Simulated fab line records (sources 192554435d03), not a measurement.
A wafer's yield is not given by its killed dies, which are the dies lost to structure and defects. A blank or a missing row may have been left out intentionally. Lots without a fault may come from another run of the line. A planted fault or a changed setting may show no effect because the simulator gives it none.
Comparing a struck lot with a sound one	flow n5 finfet	44 out of 1938 route steps
Sound: the wafers L233.1, L233.2, L233.4. Struck: wafer L242.3 (L242.1, L242.6, from the same lot, were not struck and are left out); the cause is given at the end.
Each step with rows lists, per side, the tool, then ch with its chambers, then its first start. Under that, the readings that differ: sound wafers	struck wafers	difference of the means	sigmas: that difference in standard deviations of wafers without a fault.
alike: readings whose means differ by less than 2 such deviations, and words and numbers that are the same on both sides. not compared: withheld readings, readings that some wafer has no value for, bounds like >300 that may hide the same value, and numbers for which the record gives no deviation and whose values overlap.
Wherever a step has rows on one side only, a row that says differs or no value, or a row with sigmas, the two part there. Numbers that have no deviation but don't overlap get no sigmas and don't part them. A reading missing from all wafers of one side parts the sides only when that side holds two or more wafers.

first, 4 steps without rows for these wafers: N5_FIN_CUT_STRIP_22 (strips in N2/H2); N5_FIN_CUT_PRECLEAN_36 (cleans in O3/DIW, time 60 s); N5_FIN_CUT_SRD_32 (time 30 s); N5_FIN_CUT_UV_OZONE_34 (time 120 s).
N5_FIN_CUT_INSPECT_17: inspects for defects (brightfield).
  sound on defect inspect-02, day 3 10:07; struck on defect inspect-02, day 5 15:29
  alike: raw defect count
then, 1 step without rows for these wafers: N5_STI_FIN_REVEAL_ALD_00 (deposits SiO2, target thk 1 nm, pulse time 1 s).
N5_STI_FIN_REVEAL_ALD_14: deposits Si3N4, target thk 3 nm.
  sound on ald sin-01 ch 1,2,3, day 3 10:13; struck on ald sin-02 ch 2, day 5 15:35
  alike: heater power w
then, 3 steps without rows for these wafers: N5_STI_FIN_REVEAL_FCVD_FILL_01 (material SiO2 flowable, target thk 312 nm, time 512.2 s); N5_STI_FIN_REVEAL_DENSIFY_02 (time 1800 s); N5_STI_FIN_REVEAL_CMP_04 (polishes, stops on Si3N4, t overpolish 4 s, target thk 131.83 nm).
N5_STI_FIN_REVEAL_THK_MEAS_05:
  sound on film metro-02, day 3 15:32; struck on film metro-02, day 5 20:55
  alike: thk nm
after that, 1 step had no rows for these wafers: N5_STI_FIN_REVEAL_DENSIFY_30.
N5_STI_FIN_REVEAL_ETCHBACK_08: etches SiO2 in C4F6/O2, target depth 30.5 nm, time 10.167 s.
  sound on rie diel-06 ch 0,1,3, day 3 15:50; struck on rie diel-06 ch 2, day 5 21:11
reading	sound	struck	difference	sigmas
rf hours counter h (h)	149 33 107	157	+61	
  alike: drypump motor current A, oes_ar_750_au, oes product au, rf vpp V, showerhead plenum p Torr, throttle valve pct
N5_STI_FIN_REVEAL_STRIP_24: strips in N2/H2, time 90 s.
  sound on rie diel-06 ch 0,1,3, day 3 15:53; struck on rie diel-06 ch 2, day 5 21:13
reading	sound	struck	difference	sigmas
rf hours counter h (h)	149 33 107	157	+61	
  alike: bias power w, drypump motor current A, oes product au, rf vpp V, showerhead plenum p Torr, temp c, throttle valve pct
then, 4 steps without rows for these wafers: N5_STI_FIN_REVEAL_PRECLEAN_25 (cleans in SPM, time 90 s); N5_STI_FIN_REVEAL_PRECLEAN_26 (cleans in SC1, time 45 s); N5_STI_FIN_REVEAL_PRECLEAN_29 (cleans in DHF, time 30 s); N5_STI_FIN_REVEAL_SRD_12 (time 30 s).
N5_STI_FIN_REVEAL_RECESS_09: chemistry HF/NH3, target SiO2, afs cycles 11, target depth 42.5 nm, sublimation time 60 s.
  sound on vapor etch-02 ch 0,1, day 3 16:06; struck on vapor etch-02 ch 1, day 5 21:26
  alike: drypump motor current A, temp c
then, 10 steps without rows for these wafers: N5_STI_FIN_REVEAL_STRIP_16 (strips SiNx in H3PO4, target depth 23.8 nm); N5_STI_FIN_REVEAL_PRECLEAN_17 (cleans in NF3:NH3, afs cycles 1, time 20 s, sublimation time 60 s); N5_STI_FIN_REVEAL_ETCH_34 (etches Si in H2, material Si, target depth 0.97 nm); N5_STI_FIN_REVEAL_OXIDATION_31 (chemistry O2 PLASMA REMOTE, time 20 s); N5_STI_FIN_REVEAL_PRECLEAN_32 (cleans in NF3:NH3, afs cycles 1, time 20 s, sublimation time 60 s); N5_STI_FIN_REVEAL_STRIP_35 (strips Si3N4 in H3PO4, target depth 4 nm, time 39 s); N5_STI_FIN_REVEAL_SRD_21 (time 30 s); N5_STI_FIN_REVEAL_OXIDATION_33 (chemistry O2 PLASMA REMOTE, time 20 s); N5_STI_FIN_REVEAL_CLEAN_19 (cleans in O3/DIW, time 120 s); N5_STI_FIN_REVEAL_SRD_23 (time 30 s).
N5_STI_FIN_REVEAL_CD_MEAS_22: target cd 6.238 nm, pitch 28 nm.
  sound on cd sem-03, day 3 18:48; struck on cd sem-02, day 6 00:06
  alike: cd nm
N5_STI_FIN_REVEAL_FIN_H_MEAS_10:
  sound on ocd-01, day 3 18:50; struck on ocd-02, day 6 00:08
reading	sound	struck	difference	sigmas
trench depth nm (nm)	52.3 52.4 52.5	63.5	+11.1	+16
then, 2 steps without rows for these wafers: N5_STI_FIN_REVEAL_PRECLEAN_18 (cleans in SC2, time 45 s); N5_STI_FIN_REVEAL_SRD_28 (time 30 s).
N5_STI_FIN_REVEAL_INSPECT_13: inspects for defects (darkfield).
  sound on defect inspect-01, day 3 18:55; struck on defect inspect-01, day 6 00:13
  alike: raw defect count
then, 2 steps without rows for these wafers: N5_DUMMY_GATE_PRECLEAN_00 (cleans in O3/DIW, time 60 s); N5_DUMMY_GATE_SRD_01 (time 30 s).
N5_DUMMY_GATE_ALD_02: deposits SiO2, target thk 2 nm, pulse time 1 s.
  sound on ald sin-02 ch 0,1,2, day 3 19:50; struck on ald sin-01 ch 1, day 6 00:19
  alike: heater power w, precursor pulse height rel
then, 3 steps without rows for these wafers: N5_DUMMY_GATE_CVD_03 (deposits a-Si from SiH4, target thk 150 nm, time 8042 s); N5_DUMMY_GATE_PRECLEAN_46 (cleans in DIW, time 89.5 s); N5_DUMMY_GATE_SRD_47 (dry time 32 s).
N5_DUMMY_GATE_CMP_04: polishes a-Si.
  sound on cmp-04 ch 1,2,3, day 3 23:41; struck on cmp-01 ch 3, day 6 06:35
  alike: motor current A, time to endpoint s
N5_DUMMY_GATE_THK_MEAS_05:
  sound on film metro-01, day 3 23:55; struck on film metro-02, day 6 06:50
  alike: thk nm
-- record jumps: 7 days separate the struck wafers' starts on either side; left off in module DUMMY_GATE, taken up again in module BEOL_M4, whose first shown step is the route's number 1111 --
N5_BEOL_M4_RC_MEAS_101:
  sound on prober-02 ch 0, day 11 11:06; struck on prober-02 ch 0, day 13 02:58
reading	sound	struck	difference	sigmas
ION_N (uA/um)	684 678 674	734	+55	+7
  alike: DIBL_N, DIBL_P, IOFF_N, IOFF_P, ION_P, SS_N, SS_P, VT_N, VT_P
-- the record jumps here: 4 days lie between the struck wafers' starts before and after (it left off in module BEOL_M4 and takes up again in module PASSIVATION, whose first step shown is number 1936 of the route) --
N5_PASSIVATION_PROBE_49:
  sound on prober-01, day 15 14:07; struck on prober-02, day 17 11:55
  alike: defect limited yield, killed_at_M0_to_M3, killed_at_M4_up, killed at contacts, killed at front end, killed at other, killed dies, killed open, killed short, sort_bin_5_function, sort_bin_6_memory, sort n pass, sort yield pct

WHERE THEY PART
Earliest at N5_STI_FIN_REVEAL_FIN_H_MEAS_10; latest, in this record, at N5_BEOL_M4_RC_MEAS_101. Later steps at which nothing parts them and some readings are alike: N5_PASSIVATION_PROBE_49.

WHY: what the simulator had put in
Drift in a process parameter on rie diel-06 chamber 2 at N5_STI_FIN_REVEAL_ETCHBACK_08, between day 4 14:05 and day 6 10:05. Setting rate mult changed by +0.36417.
